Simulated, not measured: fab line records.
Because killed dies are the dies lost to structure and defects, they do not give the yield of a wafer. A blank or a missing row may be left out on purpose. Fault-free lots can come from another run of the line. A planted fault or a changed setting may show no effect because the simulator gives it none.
Matching of chambers + flow nandHarc + 4 sister chambers for NHARC_P_BONDPAD_DESCUM_11 on rieDiel-08
The step chemistry O2, time 3 s. 7 wafers are shown with their chamber, then 7 later ones without.

EACH WAFER AND ITS CHAMBER
| wafer  | chamber | drypumpMotorCurrentA (A) | oesProductAu (a.u.) |
|--------|---------|--------------------------|---------------------|
| L285.5 | 2       | 5.4                      | 0.999               |
| L286.5 | 1       | 5.5                      | 1.010               |
| L289.1 | 0       | 6.4                      | 0.992               |
| L289.2 | 3       | 5.6                      | 0.996               |
| L289.5 | 1       | 5.4                      | 1.010               |
| L290.2 | 0       | 6.4                      | 0.988               |
| L290.3 | 2       | 5.4                      | 1.002               |

WAFERS WHOSE CHAMBER IS MISSING
| wafer  | drypumpMotorCurrentA (A) | oesProductAu (a.u.) |
|--------|--------------------------|---------------------|
| L290.4 | 5.4                      | 1.014               |
| L299.2 | 6.4                      | 0.999               |
| L299.3 | 5.4                      | 1.002               |
| L299.6 | 5.6                      | 0.996               |
| L304.2 | 5.5                      | 0.993               |
| L304.3 | 5.4                      | 1.001               |
| L304.4 | 6.5                      | 0.998               |

THE CHAMBER EACH PASSED THROUGH
| wafer  | from the rows above     | in truth |
|--------|-------------------------|----------|
| L290.4 | 1                       | 1        |
| L299.2 | 0                       | 0        |
| L299.3 | 2                       | 2        |
| L299.6 | 3                       | 3        |
| L304.2 | can't be placed: 3 or 2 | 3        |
| L304.3 | 2                       | 2        |
| L304.4 | 0                       | 0        |
6 of 7 placed correctly. From these rows, 1 cannot be placed; in 1 the true chamber is one of the candidates. 0 placed wrongly.
How it was worked out, from the rows above alone: a wafer's distance from a chamber is the root of the sum, over the readings, of the square of ((its reading less the chamber's mean) divided by the reading's scatter). If the next closest chamber is less than 2 further off than the closest, the wafer can't be placed; otherwise it belongs to the closest. The mean given for a chamber averages the wafers shown for that chamber. How the scatter is found: for the shown wafers, subtract from each reading the mean of its chamber, square and add these, divide the total by (wafers less chambers), then take the root.
